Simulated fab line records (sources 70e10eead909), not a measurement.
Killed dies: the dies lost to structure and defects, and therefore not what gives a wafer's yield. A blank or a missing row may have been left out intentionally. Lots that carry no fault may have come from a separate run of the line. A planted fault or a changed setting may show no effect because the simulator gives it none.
Chamber matching || flow nand harc || NHARC_A_CHANNEL_HOLE_D1_ETCH_44 on rie diel-06 has 4 sister chambers
The step etches the open film in CF4/O2, target depth 140 nm, overetch 14 nm, time 77 s. 14 wafers are shown with their chamber, then 7 later ones without.

## WAFERS, EACH WITH ITS CHAMBER
{"wafer": "L987.4", "chamber": 3, "drypump motor current A (A)": 5.3, "rf vpp V (V)": 199.2, "throttle valve pct (%)": 13.403}
{"wafer": "L987.5", "chamber": 0, "drypump motor current A (A)": 6.3, "rf vpp V (V)": 197.4, "throttle valve pct (%)": 13.386}
{"wafer": "L987.6", "chamber": 1, "drypump motor current A (A)": 5.9, "rf vpp V (V)": 195.2, "throttle valve pct (%)": 13.395}
{"wafer": "L990.3", "chamber": 1, "drypump motor current A (A)": 6.0, "rf vpp V (V)": 196.2, "throttle valve pct (%)": 13.406}
{"wafer": "L990.5", "chamber": 0, "drypump motor current A (A)": 6.2, "rf vpp V (V)": 197.3, "throttle valve pct (%)": 13.392}
{"wafer": "L990.6", "chamber": 3, "drypump motor current A (A)": 5.3, "rf vpp V (V)": 197.5, "throttle valve pct (%)": 13.397}
{"wafer": "L993.1", "chamber": 3, "drypump motor current A (A)": 5.3, "rf vpp V (V)": 197.3, "throttle valve pct (%)": 13.405}
{"wafer": "L993.2", "chamber": 0, "drypump motor current A (A)": 6.3, "rf vpp V (V)": 195.1, "throttle valve pct (%)": 13.429}
{"wafer": "L993.3", "chamber": 2, "drypump motor current A (A)": 6.0, "rf vpp V (V)": 199.8, "throttle valve pct (%)": 13.397}
{"wafer": "L998.2", "chamber": 1, "drypump motor current A (A)": 6.0, "rf vpp V (V)": 194.9, "throttle valve pct (%)": 13.394}
{"wafer": "L998.5", "chamber": 0, "drypump motor current A (A)": 6.3, "rf vpp V (V)": 197.1, "throttle valve pct (%)": 13.392}
{"wafer": "L998.6", "chamber": 1, "drypump motor current A (A)": 6.0, "rf vpp V (V)": 195.2, "throttle valve pct (%)": 13.421}
{"wafer": "L999.1", "chamber": 3, "drypump motor current A (A)": 5.3, "rf vpp V (V)": 197.5, "throttle valve pct (%)": 13.399}
{"wafer": "L999.2", "chamber": 2, "drypump motor current A (A)": 6.0, "rf vpp V (V)": 197.2, "throttle valve pct (%)": 13.390}

SIGNATURES (means of the wafers above)
{"reading": "drypump motor current A", "chamber 0": 6.275, "chamber 1": 5.975, "chamber 2": 6.000, "chamber 3": 5.300, "scatter within a chamber": 0.0387}
{"reading": "rf vpp V", "chamber 0": 196.725, "chamber 1": 195.375, "chamber 2": 198.500, "chamber 3": 197.875, "scatter within a chamber": 1.01}
{"reading": "throttle valve pct", "chamber 0": 13.39975, "chamber 1": 13.40400, "chamber 2": 13.39350, "chamber 3": 13.40100, "scatter within a chamber": 0.0131}
Rule: distance of a wafer from a chamber = root of the sum over the readings of ((wafer's reading minus chamber's mean) / reading's scatter) squared. The wafer belongs to the nearest chamber; if the next one is less than 2 further off, it can't be placed. The scatter: take each reading less its chamber's mean, square it, sum over the shown wafers, divide by the number of wafers less the number of chambers, and take the root.

## WAFERS WITHOUT THEIR CHAMBER
{"wafer": "L999.4", "drypump motor current A (A)": 6.2, "rf vpp V (V)": 197.6, "throttle valve pct (%)": 13.382}
{"wafer": "L108.1", "drypump motor current A (A)": 5.3, "rf vpp V (V)": 198.3, "throttle valve pct (%)": 13.392}
{"wafer": "L108.4", "drypump motor current A (A)": 6.0, "rf vpp V (V)": 197.1, "throttle valve pct (%)": 13.394}
{"wafer": "L108.6", "drypump motor current A (A)": 6.0, "rf vpp V (V)": 197.3, "throttle valve pct (%)": 13.398}
{"wafer": "L110.2", "drypump motor current A (A)": 6.0, "rf vpp V (V)": 197.7, "throttle valve pct (%)": 13.407}
{"wafer": "L110.3", "drypump motor current A (A)": 5.3, "rf vpp V (V)": 198.0, "throttle valve pct (%)": 13.392}
{"wafer": "L110.5", "drypump motor current A (A)": 6.0, "rf vpp V (V)": 197.4, "throttle valve pct (%)": 13.387}

## CHAMBER TAKEN BY EACH
{"wafer": "L999.4", "from the rows above": 0, "in truth": 0}
{"wafer": "L108.1", "from the rows above": 3, "in truth": 3}
{"wafer": "L108.4", "from the rows above": "can't be placed: 2 or 1", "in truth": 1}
{"wafer": "L108.6", "from the rows above": "can't be placed: 2 or 1", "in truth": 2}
{"wafer": "L110.2", "from the rows above": "can't be placed: 2 or 1", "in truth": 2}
{"wafer": "L110.3", "from the rows above": 3, "in truth": 3}
{"wafer": "L110.5", "from the rows above": "can't be placed: 2 or 1", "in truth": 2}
Placed correctly: 3 of 7. Cannot be placed on the basis of these rows: 4; the candidates contain the true chamber in 4. Placed wrongly: 0.
